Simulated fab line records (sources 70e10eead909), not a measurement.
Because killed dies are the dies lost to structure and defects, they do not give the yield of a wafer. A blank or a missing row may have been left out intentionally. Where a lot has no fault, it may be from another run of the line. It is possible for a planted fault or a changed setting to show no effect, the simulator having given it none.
Chamber matching    flow nandHarc    3 sister chambers for NHARC_P_M1_PRE_CLEAN_32 on pecvd-01
The step time 12 s. 6 wafers are shown with their chamber, then 8 later ones without.

EACH WAFER AND ITS CHAMBER
wafer   chamber  heaterPowerW (W)
L079.1  0        684
L079.4  2        641
L080.3  0        680
L080.5  1        679
L080.6  2        650
L085.1  1        630

WAFERS MISSING THEIR CHAMBER
wafer   heaterPowerW (W)
L085.3  592
L085.4  603
L091.3  607
L091.4  597
L091.6  602
L096.1  632
L096.4  608
L096.6  626

EACH ONE'S CHAMBER
wafer   from the rows above           in truth
L085.3  can't be placed: 2 or 1 or 0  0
L085.4  can't be placed: 2 or 1 or 0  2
L091.3  can't be placed: 2 or 1 or 0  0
L091.4  can't be placed: 2 or 1 or 0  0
L091.6  can't be placed: 2 or 1 or 0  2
L096.1  can't be placed: 2 or 1 or 0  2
L096.4  can't be placed: 2 or 1 or 0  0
L096.6  can't be placed: 2 or 1 or 0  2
Correct placement for 0 of the 8. Not placeable from these rows: 8 (in 8, the candidates include the true chamber). 0 placed wrongly.
How it was worked out, from the rows above alone: a wafer's distance from a chamber is the root of the sum, over the readings, of the square of ((its reading less the chamber's mean) divided by the reading's scatter). The wafer belongs to the nearest chamber; if the next one is less than 2 further off, it can't be placed. Each chamber's mean is taken over the wafers shown for it. How the scatter is found: for the shown wafers, subtract from each reading the mean of its chamber, square and add these, divide the total by (wafers less chambers), then take the root.
